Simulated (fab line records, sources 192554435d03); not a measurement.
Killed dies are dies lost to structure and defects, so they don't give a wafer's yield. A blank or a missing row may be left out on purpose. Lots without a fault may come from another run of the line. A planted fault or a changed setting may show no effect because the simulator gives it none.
Split-lot experiment | flow n5_finfet | 7 lots, 39 wafers read, on a route of 1938 steps

THE SPLIT
At N5_BEOL_M4_VIA_ETCH_34 (etches the open film in C4F6/O2, target depth 69.4 nm, time 65.9 s), the setting target_depth_a was moved away from the recipe's 694 angstrom on 15 of the 39 wafers read, by -33.2% to +44.4%. The other wafers ran this setting at the recipe's value.

The reading is taken at the split's own step.

THE READING
SOC_of_BEOL_M4_COAT_67.thk_nm (the simulator's own value, which no gauge read), in nm, at N5_BEOL_M4_VIA_ETCH_34 (etches the open film in C4F6/O2, target depth 69.4 nm, time 65.9 s). The file gives no usual value for it. The 24 wafers here that ran the recipe average 51.9 nm, standard deviation 0.21 nm.

wafer  | tool, chamber at the split | target_depth_a as run, angstrom | against the recipe | SOC_of_BEOL_M4_COAT_67.thk_nm, nm | against lot-mates on the recipe
L074.1 | rie_diel-04, 1             | 1002                            | +44.4%             | 48.8                              | -3.2
L074.2 | rie_diel-04, 0             | 694                             | recipe             | 51.8                              | -
L074.3 | rie_diel-04, 3             | 694                             | recipe             | 52                                | -
L074.4 | rie_diel-04, 2             | 1002                            | +44.4%             | 48.4                              | -3.6
L074.5 | rie_diel-04, 1             | 1002                            | +44.4%             | 48.6                              | -3.4
L074.6 | rie_diel-04, 2             | 694                             | recipe             | 52.2                              | -
L079.1 | rie_diel-02, 0             | 694                             | recipe             | 51.8                              | -
L079.2 | rie_diel-02, 1             | 694                             | recipe             | 52                                | -
L079.3 | rie_diel-02, 3             | 818.1                           | +17.9%             | 50.4                              | -1.5
L079.4 | rie_diel-02, 3             | 818.1                           | +17.9%             | 50.6                              | -1.3
L079.5 | rie_diel-02, 0             | 694                             | recipe             | 51.8                              | -
L079.6 | rie_diel-02, 1             | 818.1                           | +17.9%             | 50.4                              | -1.5
L077.1 | rie_diel-05, 1             | 874.5                           | +26.0%             | 49.6                              | -2.2
L077.2 | rie_diel-05, 2             | 874.5                           | +26.0%             | 49.4                              | -2.4
L077.3 | rie_diel-05, 3             | 694                             | recipe             | 52                                | -
L077.4 | rie_diel-05, 0             | 694                             | recipe             | 51.8                              | -
L077.5 | rie_diel-05, 3             | 694                             | recipe             | 51.6                              | -
L077.6 | rie_diel-05, 0             | 874.5                           | +26.0%             | 49.8                              | -2.0
L081.1 | rie_diel-04, 3             | 694                             | recipe             | 51.4                              | -
L081.2 | rie_diel-04, 0             | 694                             | recipe             | 51.4                              | -
L081.4 | rie_diel-04, 1             | 694                             | recipe             | 51.6                              | -
L083.1 | rie_diel-02, 1             | 463.4                           | -33.2%             | 54.6                              | +2.7
L083.2 | rie_diel-02, 2             | 694                             | recipe             | 51.8                              | -
L083.3 | rie_diel-02, 0             | 694                             | recipe             | 52                                | -
L083.4 | rie_diel-02, 3             | 463.4                           | -33.2%             | 54.8                              | +2.9
L083.5 | rie_diel-02, 0             | 463.4                           | -33.2%             | 54.6                              | +2.7
L083.6 | rie_diel-02, 1             | 694                             | recipe             | 52                                | -
L092.1 | rie_diel-04, 3             | 532.6                           | -23.3%             | 53.8                              | +1.8
L092.2 | rie_diel-04, 2             | 694                             | recipe             | 52                                | -
L092.3 | rie_diel-04, 1             | 532.6                           | -23.3%             | 53.8                              | +1.8
L092.4 | rie_diel-04, 0             | 694                             | recipe             | 52                                | -
L092.5 | rie_diel-04, 0             | 532.6                           | -23.3%             | 54                                | +2.0
L092.6 | rie_diel-04, 3             | 694                             | recipe             | 52                                | -
L091.1 | rie_diel-02, 3             | 694                             | recipe             | 52                                | -
L091.2 | rie_diel-02, 0             | 694                             | recipe             | 52                                | -
L091.5 | rie_diel-02, 0             | 694                             | recipe             | 52                                | -
L091.3 | rie_diel-02, 2             | 694                             | recipe             | 51.8                              | -
L091.4 | rie_diel-02, 1             | 694                             | recipe             | 52.2                              | -
L091.6 | rie_diel-02, 3             | 694                             | recipe             | 52                                | -

THE FIT
A straight line over all 39 wafers: SOC_of_BEOL_M4_COAT_67.thk_nm changes by -0.0802 nm for each +1% of target_depth_a; r = -0.99; the points scatter about the line by 0.21 nm.
The same after taking each lot's own level away (the mean of its wafers on the recipe; 39 wafers): -0.0798 nm for each +1%; r = -1.00; scatter 0.14 nm.
On that fit, the largest move of target_depth_a shifts the reading by 3.5 nm.
The lots' own levels span 51.47 to 52.00 nm, that is 2.6 times the standard deviation above.
So the lot-to-lot level changes the slope little: the two slopes agree.
Check: with one of the wafers moved furthest among these (+44.4%) left out of the fit, the line predicts -3.59 nm for it against its lot-mates. It came out at -3.2 nm against them.

OTHER SPLITS ON THESE WAFERS
These wafers also went through other splits before the reading. Each is held against what the fit with the lots' levels taken away leaves over:
other split on the same wafers   | wafers away from the commonest value | r with SOC_of_BEOL_M4_COAT_67.thk_nm (lot level and that fit taken away)
N5_BEOL_M2_TRENCH_ETCH_37 time_s | 15                                   | +0.11

THE WHOLE CHAIN: every reading that the file lists as answering this split, in the file's order
step                   | what it does                                                       | reading                                                                        | change (the file's fit)                | r (the file's)
N5_BEOL_M4_VIA_ETCH_34 | etches the open film in C4F6/O2, target depth 69.4 nm, time 65.9 s | etch.depth_nm (the simulator's own value, which no gauge read)                 | +0.684 nm for each +1% of the setting  | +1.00
N5_BEOL_M4_VIA_ETCH_34 | etches the open film in C4F6/O2, target depth 69.4 nm, time 65.9 s | SOC_of_BEOL_M4_COAT_67.thk_nm (the simulator's own value, which no gauge read) | -0.0797 nm for each +1% of the setting | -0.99

THE FILE'S OWN FIT
SOC_of_BEOL_M4_COAT_67.thk_nm changes by -0.0797 nm for each +1% of target_depth_a, r = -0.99.
